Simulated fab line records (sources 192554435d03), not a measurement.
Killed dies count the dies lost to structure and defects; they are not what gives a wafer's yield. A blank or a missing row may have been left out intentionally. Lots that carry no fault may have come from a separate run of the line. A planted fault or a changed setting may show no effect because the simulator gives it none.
fab line records | flow n5-finfet
record: lots: 7 | wafers: 39
route steps=1938 shown ZERO_LAYER@11 FIN_CUT@169 GATE_CUT@510
start-h: hours from the record's first day to the start of the lot's first wafer shown | wait-h: how many hours have passed since the lot's step before this one | " as in the row above | L1.1+2: one row covering several wafers at once | - no value, or no start was given | * or withheld: withheld | < > ~ a bound
route shown NAME@n: NAME is a module with steps in the file, n the number in the route of the first one | usual: mean/standard deviation taken from wafers without a fault | same: alike in all rows | chamber/n: place in a boat | sites: each site's reading | _std_site: the values' standard deviation | _edge_site: inner sites' mean taken away from outer sites' mean | radius-mm: how far each site lies from the wafer's centre | mask NAME#n: copy n | behind: the last tool/chamber to shape the wafer | hold: cause of the lot's hold/its duration in hours/its outcome | device: transistor that didn't switch, given as n, p or np | end of line: tests run on the same wafers once the route is complete | a step with no rows: only its recipe | killed: not the wafer's yield, but the dies lost to structure and defects at the first sort | map: a wafer's dies, x killed, . not, _ none there
set.NAME: setting as actually run; set.NAME@STEP: the setting as run at that earlier step | model.NAME: the simulator's own value behind a step, which no gauge read
one table per step and one row per wafer, for lots whose settings were changed on purpose
== steps ==
step: N5_ZERO_LAYER_DEVELOP_10
recipe: develop-time-s: 60 | rinse-liquid: diw | dry: air-spin | dev-temp-c: 21
lot.wafer        | tool           | chamber | start-h | wait-h | set.develop-time-s
L075.1+3+4       | litho-track-04 | 0       | -       | -      | 60
L075.2+5+6       | "              | 0       | "       | "      | 80.65
L079.1+2+4       | litho-track-04 | 0       | -       | -      | 28.6
L079.3+5+6       | "              | 0       | "       | "      | 60
L083.1+2+3+4+5+6 | litho-track-01 | 0       | -       | -      | 60
L088.1+5+6       | litho-track-05 | 0       | -       | -      | 81.42
L088.2+3+4       | "              | 0       | "       | "      | 60
L090.1+3+5       | litho-track-04 | 0       | -       | -      | 60
L090.2+4+6       | "              | 0       | "       | "      | 94.06
L091.1+3+5       | litho-track-01 | 0       | -       | -      | 75.46
L091.2+4+6       | "              | 0       | "       | "      | 60
L092.1+5+6       | litho-track-01 | 0       | -       | -      | 60
step: N5_ZERO_LAYER_HARDBAKE_23
recipe: temp-c: 130 | time-s: 120
step: N5_ZERO_LAYER_CD_MEAS_11
recipe: target-cd-nm: 2000 | landing-energy-ev: 500 | detector: se-inlens
usual: cd-nm: 2000.9/1.6
lot.wafer | tool      | chamber | start-h | wait-h | set.develop-time-s@ZERO_LAYER_DEVELOP_10 | cd-nm
L075.1    | cd-sem-02 | 0       | 18.77   | -      | 60                                       | 2000.0
L075.2    | "         | 0       | "       | "      | 80.65                                    | 2009.5
L075.3    | "         | 0       | "       | "      | 60                                       | 2001.9
L075.4    | "         | 0       | "       | "      | 60                                       | 2001.1
L075.5    | "         | 0       | "       | "      | 80.65                                    | 2006.9
L075.6    | "         | 0       | "       | "      | 80.65                                    | 2007.9
L079.1    | cd-sem-03 | 0       | 42.77   | -      | 28.6                                     | 1985.1
L079.2    | "         | 0       | "       | "      | 28.6                                     | 1984.3
L079.3    | "         | 0       | "       | "      | 60                                       | 2001.0
L079.4    | "         | 0       | "       | "      | 28.6                                     | 1984.7
L079.5    | "         | 0       | "       | "      | 60                                       | 2000.3
L079.6    | "         | 0       | "       | "      | 60                                       | 2000.3
L083.1    | cd-sem-03 | 0       | 66.79   | -      | 60                                       | 2000.9
L083.2    | "         | 0       | "       | "      | 60                                       | 1998.2
L083.3    | "         | 0       | "       | "      | 60                                       | 2002.0
L083.4    | "         | 0       | "       | "      | 60                                       | 2002.8
L083.5    | "         | 0       | "       | "      | 60                                       | 2000.0
L083.6    | "         | 0       | "       | "      | 60                                       | 1999.6
L088.1    | cd-sem-03 | 0       | 96.64   | -      | 81.42                                    | 2007.9
L088.2    | "         | 0       | "       | "      | 60                                       | 2002.5
L088.3    | "         | 0       | "       | "      | 60                                       | 2000.7
L088.4    | "         | 0       | "       | "      | 60                                       | 2000.0
L088.5    | "         | 0       | "       | "      | 81.42                                    | 2004.3
L088.6    | "         | 0       | "       | "      | 81.42                                    | 2005.9
L090.1    | cd-sem-01 | 0       | 108.65  | -      | 60                                       | 2001.4
L090.2    | "         | 0       | "       | "      | 94.06                                    | 2007.7
L090.3    | "         | 0       | "       | "      | 60                                       | 1998.8
L090.4    | "         | 0       | "       | "      | 94.06                                    | 2008.2
L090.5    | "         | 0       | "       | "      | 60                                       | 1999.2
L090.6    | "         | 0       | "       | "      | 94.06                                    | 2008.2
L091.1    | cd-sem-03 | 0       | 114.66  | -      | 75.46                                    | 2006.8
L091.2    | "         | 0       | "       | "      | 60                                       | 2002.0
L091.3    | "         | 0       | "       | "      | 75.46                                    | 2008.2
L091.4    | "         | 0       | "       | "      | 60                                       | 2001.7
L091.5    | "         | 0       | "       | "      | 75.46                                    | 2004.8
L091.6    | "         | 0       | "       | "      | 60                                       | 2001.5
L092.1    | cd-sem-03 | 0       | 120.96  | -      | 60                                       | 2001.3
L092.5    | "         | 0       | "       | "      | 60                                       | 2002.7
L092.6    | "         | 0       | "       | "      | 60                                       | 2003.6
step: N5_ZERO_LAYER_DESCUM_16
recipe: chemistry: O2 | time-s: 7.9 | source-power-w: 50 | bias-power-w: 20 | pressure-mtorr: 20 | rf-frequency-hz: 2.712e+07 | temp-c: 40 | o2-flow-sccm: 225
lot.wafer  | tool        | chamber | start-h | wait-h | set.develop-time-s@ZERO_LAYER_DEVELOP_10 | model.ZERO_LAYER.cd-nm
L075.1     | rie-diel-06 | 2       | 18.81   | 0.0    | 60                                       | 2000
L075.2     | "           | 3       | "       | "      | 80.65                                    | 2009
L075.3     | "           | 0       | "       | "      | 60                                       | 2002
L075.4     | "           | 1       | "       | "      | 60                                       | 2001
L075.5     | "           | 3       | "       | "      | 80.65                                    | 2007
L075.6     | "           | 0       | "       | "      | 80.65                                    | 2008
L079.1+2+4 | rie-diel-06 | 3,0,1   | 42.80   | 0.0    | 28.6                                     | 1985
L079.3     | "           | 2       | "       | "      | 60                                       | 2001
L079.5+6   | "           | 3,0     | "       | "      | 60                                       | 2000
L083.1     | rie-diel-03 | 0       | 66.83   | 0.0    | 60                                       | -
L083.2     | "           | 2       | "       | "      | 60                                       | 1999
L083.3     | "           | 1       | "       | "      | 60                                       | 2002
L083.4     | "           | 3       | "       | "      | 60                                       | 2003
L083.5+6   | "           | 0,1     | "       | "      | 60                                       | 2000
L088.1     | rie-diel-04 | 1       | 96.92   | 0.3    | 81.42                                    | 2008
L088.2     | "           | 2       | "       | "      | 60                                       | 2002
L088.3     | "           | 3       | "       | "      | 60                                       | 2001
L088.4     | "           | 0       | "       | "      | 60                                       | 2000
L088.5     | "           | 3       | "       | "      | 81.42                                    | 2004
L088.6     | "           | 0       | "       | "      | 81.42                                    | 2006
L090.1     | rie-diel-04 | 3       | 108.88  | 0.2    | 60                                       | 2002
L090.2+4+6 | "           | 2,1,0   | "       | "      | 94.06                                    | 2008
L090.3     | "           | 0       | "       | "      | 60                                       | 1998
L090.5     | "           | 1       | "       | "      | 60                                       | 1999
L091.1     | rie-diel-04 | 3       | 114.70  | 0.0    | 75.46                                    | 2007
L091.2     | "           | 0       | "       | "      | 60                                       | 2002
L091.3     | "           | 2       | "       | "      | 75.46                                    | 2008
L091.4+6   | "           | 1       | "       | "      | 60                                       | 2001
L091.5     | "           | 0       | "       | "      | 75.46                                    | 2005
L092.1     | rie-diel-06 | 0       | 121.00  | 0.0    | 60                                       | 2001
L092.5     | "           | 3       | "       | "      | 60                                       | 2003
L092.6     | "           | 0       | "       | "      | 60                                       | 2004
step: N5_FIN_CUT_ETCH_21
recipe: chemistry: N2/H2 | target: SOC | target-depth-a: 2190 | overetch-a: 438 | mask-material: SiARC | temp-c: 40 | ion-energy-ev: 100 | bias-w: 61 | time-s: 523.5 | pressure-mtorr: 30 | source-w: 850 | n2-flow-sccm: 200 | h2-flow-sccm: 200
lot.wafer  | tool        | chamber | start-h | wait-h | set.time-s | model.SiARC_of_FIN_CUT_COAT_19.thk-nm | model.FIN_CUT.cd-offset-nm
L075.1     | rie-diel-03 | 3       | 32.53   | 0.0    | 365        | 14.6                                  | -1.6
L075.2     | "           | 2       | "       | "      | 523.5      | 11.4                                  | 0.2
L075.3     | "           | 0       | "       | "      | 365        | 14.4                                  | -2
L075.4     | "           | 1       | "       | "      | 523.5      | 12.4                                  | 0
L075.5     | "           | 0       | "       | "      | 365        | 14.4                                  | -2.2
L075.6     | "           | 1       | "       | "      | 523.5      | 12.4                                  | -0.2
L079.1     | rie-diel-03 | 3       | 59.39   | 0.0    | 523.5      | 12.4                                  | -0.4
L079.2     | "           | 0       | "       | "      | 656.8      | 9.8                                   | 1.2
L079.3     | "           | 1       | "       | "      | 656.8      | 10.4                                  | 1.8
L079.4     | "           | 2       | "       | "      | 523.5      | 11.4                                  | 0.2
L079.5     | "           | 1       | "       | "      | 523.5      | 12.4                                  | 0
L079.6     | "           | 2       | "       | "      | 656.8      | 9.6                                   | 2.2
L083.1     | rie-diel-03 | 2       | 81.91   | 0.0    | 523.5      | 11.6                                  | 0.2
L083.2     | "           | 1       | "       | "      | 523.5      | 12.4                                  | 0.2
L083.3     | "           | 0       | "       | "      | 836.8      | 7                                     | 3
L083.4     | "           | 3       | "       | "      | 836.8      | 7.6                                   | 3.6
L083.5     | "           | 2       | "       | "      | 523.5      | 11.6                                  | 0.8
L083.6     | "           | 1       | "       | "      | 836.8      | 7.8                                   | 3.4
L088.1     | rie-diel-04 | 1       | 111.78  | 0.0    | 748.8      | 8.8                                   | 2
L088.2     | "           | 0       | "       | "      | 748.8      | 8.6                                   | 2.8
L088.3     | "           | 3       | "       | "      | 523.5      | 12                                    | 0
L088.4     | "           | 2       | "       | "      | 748.8      | 8                                     | 2.4
L088.5     | "           | 2       | "       | "      | 523.5      | 11.8                                  | 0
L088.6     | "           | 1       | "       | "      | 523.5      | 12.2                                  | -0.4
L090.1+3+4 | rie-diel-03 | 1,3,3   | 123.29  | 0.0    | 523.5      | 12.4                                  | -0.6
L090.2     | "           | 0       | "       | "      | 523.5      | 12.2                                  | -0.8
L090.5     | "           | 1       | "       | "      | 523.5      | 12.4                                  | -1
L090.6     | "           | 0       | "       | "      | 523.5      | 12                                    | -1
L091.1+2   | rie-diel-04 | 0,3     | 129.67  | 0.0    | 523.5      | 12                                    | -0.4
L091.3     | "           | 2       | "       | "      | 523.5      | 11.6                                  | -0.6
L091.4     | "           | 1       | "       | "      | 755.3      | 8.6                                   | 2
L091.5     | "           | 0       | "       | "      | 755.3      | 8.6                                   | 2.4
L091.6     | "           | 3       | "       | "      | 755.3      | 8.4                                   | 2.4
L092.1     | rie-diel-06 | 1       | 135.76  | 0.0    | 523.5      | 12.4                                  | -0.4
L092.5     | "           | 2       | "       | "      | 523.5      | 11.8                                  | 0.2
L092.6     | "           | 1       | "       | "      | 523.5      | 12.4                                  | -0.2
step: N5_FIN_CUT_STRIP_23
recipe: chemistry: N2/H2 | temp-c: 40 | n2-flow-sccm: 200 | h2-flow-sccm: 200 | rf-frequency-hz: 6e+07
step: N5_FIN_CUT_STRIP_31
recipe: chemistry: N2/H2 | temp-c: 40 | n2-flow-sccm: 200 | h2-flow-sccm: 200 | rf-frequency-hz: 6e+07
step: N5_FIN_CUT_CUT_ETCH_27
recipe: chemistry: CHF3/O2 | target: SiO2 | target-depth-a: 40 | mask-material: SOC | overetch-a: 20 | time-s: 4.9 | pressure-mtorr: 30 | source-w: 650 | bias-w: 170 | Ar_flow_sccm: 200 | CHF3_flow_sccm: 50 | O2_flow_sccm: 5 | ion-energy-ev: 200
step: N5_FIN_CUT_PRECLEAN_35
recipe: time-s: 13.3 | temp-c: 45 | pressure-torr: 125 | p-hf-torr: 3 | p-coreactant-torr: 25 | chemistry: vHF
step: N5_FIN_CUT_CUT_ETCH_15
recipe: chemistry: HBr/Cl2/O2 | target: Si | target-depth-a: 1000 | bt-time-s: 10 | mask-material: SOC | time-s: 42.4 | ion-energy-ev: * | bias-w: * | pressure-mtorr: 10 | icp-w: 800 | HBr_flow_sccm: 150 | Cl2_flow_sccm: 80 | O2_flow_sccm: 12
lot.wafer    | tool      | chamber | start-h | wait-h | set.time-s@FIN_CUT_ETCH_21 | model.FIN_CUT.cd-offset-nm
L075.1       | rie-si-05 | 2       | 33.07   | 0.1    | 365                        | -1.4
L075.2       | "         | 1       | "       | "      | 523.5                      | 0.6
L075.3       | "         | 3       | "       | "      | 365                        | -1.8
L075.4+6     | "         | 0,1     | "       | "      | 523.5                      | 0.2
L075.5       | "         | 2       | "       | "      | 365                        | -2
L079.1       | rie-si-05 | 3       | 59.94   | 0.1    | 523.5                      | -0.6
L079.2       | "         | 1       | "       | "      | 656.8                      | 1.2
L079.3       | "         | 0       | "       | "      | 656.8                      | 1.6
L079.4       | "         | 2       | "       | "      | 523.5                      | 0
L079.5       | "         | 2       | "       | "      | 523.5                      | -0.4
L079.6       | "         | 1       | "       | "      | 656.8                      | 2
L083.1+2     | rie-si-05 | 1,2     | 82.45   | 0.1    | 523.5                      | 0
L083.3       | "         | 0       | "       | "      | 836.8                      | 3
L083.4+6     | "         | 3       | "       | "      | 836.8                      | 3.4
L083.5       | "         | 2       | "       | "      | 523.5                      | 0.8
L088.1       | rie-si-05 | 3       | 112.32  | 0.1    | 748.8                      | 1.4
L088.2       | "         | 1       | "       | "      | 748.8                      | 2.2
L088.3       | "         | 2       | "       | "      | 523.5                      | -0.6
L088.4       | "         | 0       | "       | "      | 748.8                      | 1.8
L088.5       | "         | 2       | "       | "      | 523.5                      | -0.8
L088.6       | "         | 3       | "       | "      | 523.5                      | -1
L090.1+2+3+6 | rie-si-05 | 3,2,1,2 | 123.83  | 0.1    | 523.5                      | -1
L090.4       | "         | 0       | "       | "      | 523.5                      | -0.8
L090.5       | "         | 1       | "       | "      | 523.5                      | -1.2
L091.1       | rie-si-02 | 0       | 130.21  | 0.1    | 523.5                      | 0
L091.2+3     | "         | 1,3     | "       | "      | 523.5                      | -0.4
L091.4       | "         | 2       | "       | "      | 755.3                      | 2
L091.5+6     | "         | 3,2     | "       | "      | 755.3                      | 2.6
L092.1       | rie-si-04 | 2       | 136.30  | 0.1    | 523.5                      | 0
L092.5       | "         | 1       | "       | "      | 523.5                      | 0.4
L092.6       | "         | 2       | "       | "      | 523.5                      | -0.2
step: N5_FIN_CUT_CUT_ETCH_28
recipe: chemistry: HBr/Cl2/O2 | target: Si | target-depth-a: 60 | mask-material: SOC | time-s: 2.4 | ion-energy-ev: * | bias-w: * | pressure-mtorr: 10 | icp-w: 800 | HBr_flow_sccm: 150 | Cl2_flow_sccm: 80 | O2_flow_sccm: 12
lot.wafer    | tool      | chamber | start-h | wait-h | set.time-s@FIN_CUT_ETCH_21 | model.FIN_CUT.cd-offset-nm
L075.1       | rie-si-05 | 2       | 33.12   | 0.0    | 365                        | -1.4
L075.2       | "         | 1       | "       | "      | 523.5                      | 0.8
L075.3       | "         | 3       | "       | "      | 365                        | -1.8
L075.4+6     | "         | 0,1     | "       | "      | 523.5                      | 0.2
L075.5       | "         | 2       | "       | "      | 365                        | -2
L079.1       | rie-si-05 | 3       | 59.99   | 0.0    | 523.5                      | -0.6
L079.2       | "         | 1       | "       | "      | 656.8                      | 1.2
L079.3       | "         | 0       | "       | "      | 656.8                      | 1.4
L079.4       | "         | 2       | "       | "      | 523.5                      | 0
L079.5       | "         | 2       | "       | "      | 523.5                      | -0.4
L079.6       | "         | 1       | "       | "      | 656.8                      | 2.2
L083.1       | rie-si-05 | 1       | 82.50   | 0.0    | 523.5                      | 0.2
L083.2       | "         | 2       | "       | "      | 523.5                      | 0
L083.3       | "         | 0       | "       | "      | 836.8                      | 3
L083.4+6     | "         | 3       | "       | "      | 836.8                      | 3.4
L083.5       | "         | 2       | "       | "      | 523.5                      | 0.8
L088.1       | rie-si-05 | 3       | 112.37  | 0.0    | 748.8                      | 1.4
L088.2       | "         | 1       | "       | "      | 748.8                      | 2.4
L088.3       | "         | 2       | "       | "      | 523.5                      | -0.6
L088.4       | "         | 0       | "       | "      | 748.8                      | 1.8
L088.5       | "         | 2       | "       | "      | 523.5                      | -0.8
L088.6       | "         | 3       | "       | "      | 523.5                      | -1
L090.1+2+4+5 | rie-si-05 | 3,2,0,1 | 123.88  | 0.0    | 523.5                      | -1
L090.3       | "         | 1       | "       | "      | 523.5                      | -0.8
L090.6       | "         | 2       | "       | "      | 523.5                      | -1.2
L091.1       | rie-si-02 | 0       | 130.26  | 0.0    | 523.5                      | 0
L091.2+3     | "         | 1,3     | "       | "      | 523.5                      | -0.4
L091.4       | "         | 2       | "       | "      | 755.3                      | 2.2
L091.5+6     | "         | 3,2     | "       | "      | 755.3                      | 2.8
L092.1+6     | rie-si-04 | 2       | 136.35  | 0.0    | 523.5                      | 0
L092.5       | "         | 1       | "       | "      | 523.5                      | 0.4
step: N5_GATE_CUT_ALD_22
recipe: material: SiNx | target-thk-a: 160 | temp-c: 400 | ald-precursor-family: SiH2I2 | ald-co-reactant: N2/H2-plasma | pulse-time-s: 1 | ald-cycles: 320 | purge-time-s: 2 | co-reactant-purge-time-s: 2 | pressure-torr: 2
lot.wafer        | tool       | chamber     | start-h | wait-h | set.ald-cycles | model.SiNx_of_GATE_CUT_ALD_22.thk-nm
L075.1+2+6       | ald-sin-01 | 0,3,3       | 90.55   | 0.3    | 132            | 6.6
L075.3+4+5       | "          | 1,2,2       | "       | "      | 320            | 16
L079.1+5         | ald-sin-01 | 2,3         | 115.59  | 0.0    | 434            | 21.8
L079.2           | "          | 1           | "       | "      | 434            | 21.6
L079.3+6         | "          | 0,2         | "       | "      | 320            | 16
L079.4           | "          | 3           | "       | "      | 320            | 16.2
L083.1+3+4       | ald-sin-01 | 1,2,3       | 139.95  | 0.0    | 149            | 7.4
L083.2+5+6       | "          | 0,3,2       | "       | "      | 320            | 16
L088.1+2+3+4+5+6 | ald-sin-04 | 3,1,2,0,1,0 | 170.16  | 0.0    | 320            | 16
L090.1+2+3+4+5+6 | ald-sin-01 | 1,3,0,2,1,0 | 180.69  | 0.0    | 320            | 16
L091.1+2+5       | ald-sin-04 | 2,3,2       | 190.43  | 0.0    | 320            | 16
L091.3+6         | "          | 1           | "       | "      | 227            | 11.4
L091.4           | "          | 0           | "       | "      | 227            | 11.2
L092.1+5+6       | ald-sin-04 | 1,3,0       | 193.58  | 0.0    | 320            | 16
step: N5_GATE_CUT_CMP_23
recipe: stop-on: SiO2 | t-overpolish-s: 23.4 | post-cmp-clean: alkaline-brush | down-force-psi: 2.5 | platen-rpm: 51.8 | pad-velocity-m-s: 1.0307 | target-thk-nm: 16
usual: time-to-endpoint-s: 19.2/2.7
lot.wafer | tool   | chamber | start-h | wait-h | set.ald-cycles@GATE_CUT_ALD_22 | time-to-endpoint-s | model.SiNx_of_GATE_CUT_ALD_22.thk-nm
L075.3    | cmp-02 | 0       | 92.04   | 0.8    | 320                            | 20.3               | 16
L075.1    | "      | 1       | "       | "      | 132                            | 7.5                | 6.6
L075.4    | "      | 2       | "       | "      | 320                            | 17.3               | 16
L075.2    | "      | 3       | "       | "      | 132                            | 6.0                | 6.6
L075.6    | "      | 0       | "       | "      | 132                            | 8.6                | 6.6
L075.5    | "      | 1       | "       | "      | 320                            | 14.8               | 16
L079.4    | cmp-01 | 3       | 117.08  | 0.8    | 320                            | 22.9               | 16.2
L079.3    | "      | 0       | "       | "      | 320                            | 21.1               | 16
L079.2    | "      | 1       | "       | "      | 434                            | 27.1               | 16.4
L079.1    | "      | 2       | "       | "      | 434                            | 26.3               | 15.8
L079.6    | "      | 3       | "       | "      | 320                            | 21.2               | 16
L079.5    | "      | 0       | "       | "      | 434                            | 29.0               | 16.6
L083.1    | cmp-04 | 0       | 141.44  | 0.8    | 149                            | 3.9                | 7.4
L083.3    | "      | 1       | "       | "      | 149                            | 9.6                | 7.4
L083.4    | "      | 2       | "       | "      | 149                            | 8.2                | 7.4
L083.2    | "      | 3       | "       | "      | 320                            | 18.7               | 16
L083.5    | "      | 0       | "       | "      | 320                            | 15.5               | 16
L083.6    | "      | 1       | "       | "      | 320                            | 20.9               | 16
L088.2    | cmp-04 | 2       | 171.65  | 0.8    | 320                            | 18.3               | 16
L088.3    | "      | 3       | "       | "      | 320                            | 17.1               | 16
L088.4    | "      | 0       | "       | "      | 320                            | 12.8               | 16
L088.1    | "      | 1       | "       | "      | 320                            | 21.1               | 16
L088.5    | "      | 2       | "       | "      | 320                            | 17.6               | 16
L088.6    | "      | 3       | "       | "      | 320                            | 17.6               | 16
L090.1    | cmp-02 | 2       | 182.18  | 0.8    | 320                            | 18.4               | 16
L090.4    | "      | 3       | "       | "      | 320                            | 15.9               | 16
L090.2    | "      | 0       | "       | "      | 320                            | 22.4               | 16
L090.3    | "      | 1       | "       | "      | 320                            | 18.4               | 16
L090.5    | "      | 2       | "       | "      | 320                            | 18.7               | 16
L090.6    | "      | 3       | "       | "      | 320                            | 15.9               | 16
L091.2    | cmp-01 | 1       | 191.92  | 0.8    | 320                            | 22.8               | 16
L091.4    | "      | 2       | "       | "      | 227                            | 14.5               | 11.2
L091.3    | "      | 3       | "       | "      | 227                            | 20.7               | 11.4
L091.1    | "      | 0       | "       | "      | 320                            | 23.2               | 16
L091.6    | "      | 1       | "       | "      | 227                            | 17.3               | 11.4
L091.5    | "      | 2       | "       | "      | 320                            | 20.6               | 16
L092.1    | cmp-04 | 0       | 195.11  | 0.8    | 320                            | 15.6               | 16
L092.5    | "      | 3       | "       | "      | 320                            | 19.1               | 16
L092.6    | "      | 0       | "       | "      | 320                            | 15.9               | 16
== key ==
split: step: N5_ZERO_LAYER_DEVELOP_10 | setting: develop-time-s | stated: 60 | by: wafer
response: step: N5_ZERO_LAYER_CD_MEAS_11 | reading: cd-nm | change: +0.203 | per: 1% | r: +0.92
response: step: N5_ZERO_LAYER_DESCUM_16 | reading: model.ZERO_LAYER.cd-nm | change: +0.203 | per: 1% | r: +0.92
split: step: N5_FIN_CUT_ETCH_21 | setting: time-s | stated: 523.5 | by: wafer
response: step: N5_FIN_CUT_ETCH_21 | reading: model.SiARC_of_FIN_CUT_COAT_19.thk-nm | change: -0.077 | per: 1% | r: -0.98
response: step: N5_FIN_CUT_ETCH_21 | reading: model.FIN_CUT.cd-offset-nm | change: +0.0569 | per: 1% | r: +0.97
response: step: N5_FIN_CUT_CUT_ETCH_15 | reading: model.FIN_CUT.cd-offset-nm | change: +0.0582 | per: 1% | r: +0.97
response: step: N5_FIN_CUT_CUT_ETCH_28 | reading: model.FIN_CUT.cd-offset-nm | change: +0.0593 | per: 1% | r: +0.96
split: step: N5_GATE_CUT_ALD_22 | setting: ald-cycles | stated: 320 | by: wafer
response: step: N5_GATE_CUT_ALD_22 | reading: model.SiNx_of_GATE_CUT_ALD_22.thk-nm | change: +0.16 | per: 1% | r: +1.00
response: step: N5_GATE_CUT_CMP_23 | reading: time-to-endpoint-s | change: * | per: 1% | r: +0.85
response: step: N5_GATE_CUT_CMP_23 | reading: model.SiNx_of_GATE_CUT_ALD_22.thk-nm | shape: bent | at-lowest: 6.6 | at-stated: 16.01 | at-highest: 16.27
